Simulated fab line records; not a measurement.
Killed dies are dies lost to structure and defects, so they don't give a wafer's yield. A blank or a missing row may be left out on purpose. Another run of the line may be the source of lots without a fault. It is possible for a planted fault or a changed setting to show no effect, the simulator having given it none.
fab line records    flow nand-harc    part 2 of 2: steps 25 to 35 of 35
record: lots: 5  wafers: 15  last-day: 24
route steps=1159 shown A_CHANNEL_HOLE_D1@484 A_CHANNEL_FILL_D1@490 A_STAIRCASE@519
lots with no fault: from the same line, run without faults
start-h: hours from the record's opening day to when the first of the lot's shown wafers began    wait-h: hours from the lot's prior step to this one    " unchanged from the row above    L1.1+2: a single row standing in for several wafers    - value missing, or start not given    * or withheld: withheld    < > ~ a bound
route shown NAME@n: a module of which the file shows steps, and the number in the route of the first    usual: average and standard deviation across the fault-free wafers    same: alike in all rows    chamber/n: place in a boat    sites: each site's reading    _std_site: the standard deviation of these    _edge_site: inner sites' mean taken away from outer sites' mean    radius-mm: for every site, how far away it sits from the centre of the wafer    mask NAME#n: copy n    behind: the tool/chamber that last shaped the wafer    hold: what put the lot on hold/how long, in hours/how the hold closed    device: whichever transistor did not switch (one of n, p or np)    end of line: tests run on the same wafers once the route is complete    step lacking rows: just its recipe    killed: count of dies lost to structure and defects at first sort (not the wafer's yield)    map: per-die view of a wafer (x killed, . not killed, _ where there is no die)
set.NAME: the setting that was run; set.NAME@STEP: the one run at that earlier step    model.NAME: the simulator's own value behind a step, which no gauge read
lots at some steps of the route; a table a step, a row a wafer
services: the hour from which a tool's chamber was out of use, counted from the record's first day as start-h (under 0 if before that day), plus the number of hours and why
== steps ==
step: NHARC_A_CHANNEL_FILL_D1_STRIP_29
recipe: time-s: 20  o2-flow-sccm: 500  ar-flow-sccm: 0  bias-w: 0  chemistry: O2
usual: drypump-motor-current-A: 5.8/0.33  oes-product-au: 1.003/0.013  rf-vpp-V: 57.9/0.85  showerhead-plenum-p-Torr: 3.62/0.11  throttle-valve-pct: 17.037/0.0094
same: time-s: 20
lot.wafer  tool         chamber  start-h  wait-h  drypump-motor-current-A  oes-product-au  rf-hours-counter-h  rf-vpp-V  showerhead-plenum-p-Torr  throttle-valve-pct
L076.2     rie-diel-13  2        -        -       5.5                      1.005           5                   59.2      3.60                      17.029
L076.1     "            0        "        "       5.7                      1.011           5                   58.7      3.56                      17.043
L076.6     "            3        "        "       5.6                      1.005           -                   58.6      3.76                      17.028
L081.2     rie-diel-01  1        -        -       6.0                      1.023           3                   57.3      3.57                      17.044
L081.6     "            2        "        "       5.4                      0.998           -                   58.0      3.76                      17.054
L081.5     "            3        "        "       6.2                      0.994           -                   59.2      3.49                      17.043
L086.4     rie-diel-01  3        -        -       6.2                      0.989           4                   57.4      3.49                      17.033
L086.5     "            2        "        "       5.4                      0.989           -                   58.3      3.76                      17.041
L086.6     "            3        "        "       6.2                      0.990           -                   59.6      3.49                      17.027
L092.1     rie-diel-01  3        -        -       6.2                      0.975           0                   56.7      3.49                      17.042
L092.4     "            1        "        "       6.1                      1.004           0                   57.5      3.56                      17.032
L092.5     "            2        "        "       5.4                      1.002           -                   58.8      3.76                      17.033
L096.3     rie-diel-13  1        -        -       6.2                      0.999           3                   57.9      3.65                      17.040
L096.4     "            2        "        "       5.5                      1.006           3                   57.3      3.60                      17.027
L096.6     "            2        "        "       5.5                      0.998           -                   56.4      3.60                      17.049
step: NHARC_A_CHANNEL_FILL_D1_PRECLEAN_30
recipe: time-s: 30  chemistry: dHF
same: time-s: 30
lot.wafer   tool          chamber  start-h  wait-h
L076.1+6+2  wet-bench-01  1,3,5    243.19   -
L081.5+6+2  wet-bench-05  4,6,7    257.19   -
L086.6+5+4  wet-bench-05  4,5,0    302.06   -
L092.1+4+5  wet-bench-05  0,2,3    329.22   -
L096.6+4+3  wet-bench-07  3,6,7    359.43   -
step: NHARC_A_CHANNEL_FILL_D1_SRD_31
lot.wafer   tool          chamber  start-h  wait-h
L076.1+6+2  wet-bench-01  1,3,5    243.21   0.0
L081.5+6+2  wet-bench-05  4,6,7    257.21   0.0
L086.6+5+4  wet-bench-05  4,5,0    302.08   0.0
L092.1+4+5  wet-bench-05  0,2,3    329.24   0.0
L096.6+4+3  wet-bench-07  3,6,7    359.45   0.0
step: NHARC_A_CHANNEL_FILL_D1_CVD_09
recipe: target-thk-a: 1500  temp-c: 620  pressure-mtorr: 200  time-s: 3000  material: poly-Si
same: time-s: 3000
lot.wafer   tool           chamber  start-h  wait-h
L076.1+2+6  lpcvd-poly-01  0        245.47   2.3
L081.2+5+6  lpcvd-poly-01  0        259.46   2.2
L086.4+5+6  lpcvd-poly-03  0        304.50   2.4
L092.1+4+5  lpcvd-poly-01  0        331.96   2.7
L096.3+4+6  lpcvd-poly-03  0        361.88   2.4
step: NHARC_A_CHANNEL_FILL_D1_CMP_10
recipe: target-thk-nm: 150
usual: motor-current-A: 12.3/1.2  slurry-filter-dp-kPa: 13.49/0.13  time-to-endpoint-s: 15/3.1
lot.wafer  tool    chamber  start-h  wait-h  motor-current-A  slurry-filter-dp-kPa  time-to-endpoint-s
L076.1     cmp-01  1        248.65   0.4     11.5             13.36                 17
L076.2     "       2        "        "       13.8             13.60                 15
L076.6     "       0        "        "       12.9             13.60                 14
L081.2     cmp-04  0        262.69   0.4     11.5             13.39                 15
L081.6     "       1        "        "       13.3             13.56                 14
L081.5     "       2        "        "       9.7              13.50                 14
L086.4     cmp-03  1        307.74   0.4     13.3             13.27                 15
L086.6     "       3        "        "       13.5             13.41                 16
L086.5     "       0        "        "       12.3             13.61                 10
L092.4     cmp-03  0        335.13   0.4     12.1             13.35                 13
L092.1     "       2        "        "       12.7             13.38                 21
L092.5     "       0        "        "       10.9             13.61                 12
L096.4     cmp-01  2        365.04   0.4     14.0             13.24                 16
L096.3     "       3        "        "       11.3             13.48                 15
L096.6     "       1        "        "       11.4             13.36                 17
step: NHARC_A_CHANNEL_FILL_D1_SRD_12
lot.wafer   tool          chamber  start-h  wait-h
L076.2+1+6  wet-bench-05  6,0,1    248.90   0.0
L081.2+6+5  wet-bench-07  0,1,2    262.91   0.0
L086.4+6+5  wet-bench-05  5,6,7    307.99   0.0
L092.1+5+4  wet-bench-07  0,2,3    335.43   0.0
L096.6+4+3  wet-bench-05  3,6,0    365.31   0.0
step: NHARC_A_CHANNEL_FILL_D1_RTA_24
recipe: temp-c: 1000  time-s: 5
usual: lamp-power-pct: 27.2/2.6  wafer_temp_C_max: 1005.6/1.8
same: time-s: 5
lot.wafer  tool           chamber  start-h  wait-h  lamp-power-pct  wafer_temp_C_max
L076.1     rtp-anneal-01  0        249.02   0.0     29.7            1006.2
L076.2     "              0        "        "       29.8            1007.5
L076.6     "              0        "        "       29.7            1006.8
L081.2     rtp-anneal-02  0        263.06   0.1     24.6            1002.1
L081.5     "              0        "        "       24.5            1003.4
L081.6     "              0        "        "       24.6            1003.4
L086.4     rtp-anneal-01  0        308.35   0.3     29.7            1006.3
L086.5     "              0        "        "       29.7            1006.2
L086.6     "              0        "        "       29.8            1009.9
L092.1     rtp-anneal-01  0        335.55   0.0     29.7            1007.9
L092.4     "              0        "        "       29.8            1005.8
L092.5     "              0        "        "       29.8            1007.1
L096.3     rtp-anneal-01  0        365.49   0.1     29.8            1007.3
L096.4     "              0        "        "       29.8            1006.6
L096.6     "              0        "        "       29.7            1007.6
step: NHARC_A_CHANNEL_FILL_D1_INSPECT_13
usual: raw-defect-count: 322/120
lot.wafer  tool               chamber  start-h  wait-h  raw-defect-count
L076.1     defect-inspect-01  -        249.21   0.2     166
L076.2     "                  -        "        "       173
L076.6     "                  -        "        "       276
L081.2     defect-inspect-02  -        263.23   0.1     706
L081.5     "                  -        "        "       368
L081.6     "                  -        "        "       259
L086.4     defect-inspect-01  -        308.47   0.1     185
L086.5     "                  -        "        "       307
L086.6     "                  -        "        "       358
L092.1     defect-inspect-01  -        335.75   0.2     255
L092.4     "                  -        "        "       263
L092.5     "                  -        "        "       476
L096.3     defect-inspect-01  -        365.63   0.1     395
L096.4     "                  -        "        "       209
L096.6     "                  -        "        "       323
step: NHARC_A_STAIRCASE_DEP_156
recipe: target-thk-a: 500  temp-c: 400  target-thk-nm: 50  flow-sccm: 200  rf-w: 450  material: SiNx
usual: heater-power-w: 681/110
lot.wafer  tool      chamber  start-h  wait-h  heater-power-w  since-wet-clean-h
L076.1     pecvd-02  1        249.28   0.1     763             83
L076.2     "         0        "        "       586             83
L076.6     "         1        "        "       769             -
L081.2     pecvd-01  2        263.29   0.1     727             13
L081.5     "         0        "        "       562             -
L081.6     "         1        "        "       821             -
L086.6     pecvd-01  1        308.62   0.2     779             -
L086.5     "         2        "        "       713             -
L086.4     "         0        "        "       545             -
L092.1     pecvd-01  2        336.19   0.4     752             86
L092.5     "         1        "        "       787             -
L092.4     "         0        "        "       494             -
L096.3     pecvd-01  0        365.75   0.1     579             115
L096.4     "         1        "        "       777             -
L096.6     "         2        "        "       733             -
step: NHARC_A_STAIRCASE_DEHYDRATE_158
recipe: temp-c: 150  time-s: 120
usual: heater-power-total-W: 182.5/1.3
same: time-s: 120
lot.wafer  tool            chamber  start-h  wait-h  heater-power-total-W
L076.1     litho-track-03  0        249.64   0.3     182.5
L076.2     "               0        "        "       182.6
L076.6     "               0        "        "       181.4
L081.2     litho-track-03  0        263.57   0.2     182.6
L081.5     "               0        "        "       181.3
L081.6     "               0        "        "       182.3
L086.4     litho-track-02  0        308.81   0.1     183.9
L086.5     "               0        "        "       183.3
L086.6     "               0        "        "       184.1
L092.1     litho-track-02  0        336.43   0.2     182.8
L092.4     "               0        "        "       183.4
L092.5     "               0        "        "       181.1
L096.3     litho-track-05  0        365.97   0.2     183.8
L096.4     "               0        "        "       180.4
L096.6     "               0        "        "       184.6
step: NHARC_A_STAIRCASE_HMDS_159
recipe: time-s: 30
same: time-s: 30
lot.wafer   tool            chamber  start-h  wait-h
L076.1+2+6  litho-track-03  0        -        -
L081.2+5+6  litho-track-03  0        -        -
L086.4+5+6  litho-track-02  0        -        -
L092.1+4+5  litho-track-02  0        -        -
L096.3+4+6  litho-track-05  0        -        -
== services ==
tool            chamber  start-h  hours  kind
rie-diel-08     3        174.32   3.6    repair
rie-diel-10     -        176.58   9.0    pm
ald-hk-04       -        188.73   10.0   pm
rie-diel-13     1        193.98   6.8    repair
rie-diel-10     1        200.45   14.6   repair
rie-diel-13     -        202.31   1.1    repair
rie-diel-10     3        205.37   8.3    repair
litho-track-03  -        213.00   7.0    pm
wet-bench-01    -        213.60   8.0    pm
pecvd-01        -        237.51   13.0   pm
rie-diel-01     0        259.30   15.8   repair
wet-bench-05    -        261.87   8.0    pm
pecvd-01        -        269.32   0.5    repair
wet-bench-07    -        272.00   8.0    pm
lpcvd-poly-01   -        272.85   3.3    repair
rie-diel-13     -        276.00   9.0    pm
wet-bench-09    -        288.80   8.0    pm
rie-diel-01     2        289.42   4.9    repair
rie-diel-10     1        300.85   32.7   repair
lpcvd-poly-04   -        314.00   26.0   pm
rie-diel-01     -        314.80   9.0    pm
wet-bench-04    -        339.25   8.0    pm
litho-track-02  -        340.01   7.0    pm
rie-diel-10     -        353.58   9.0    pm
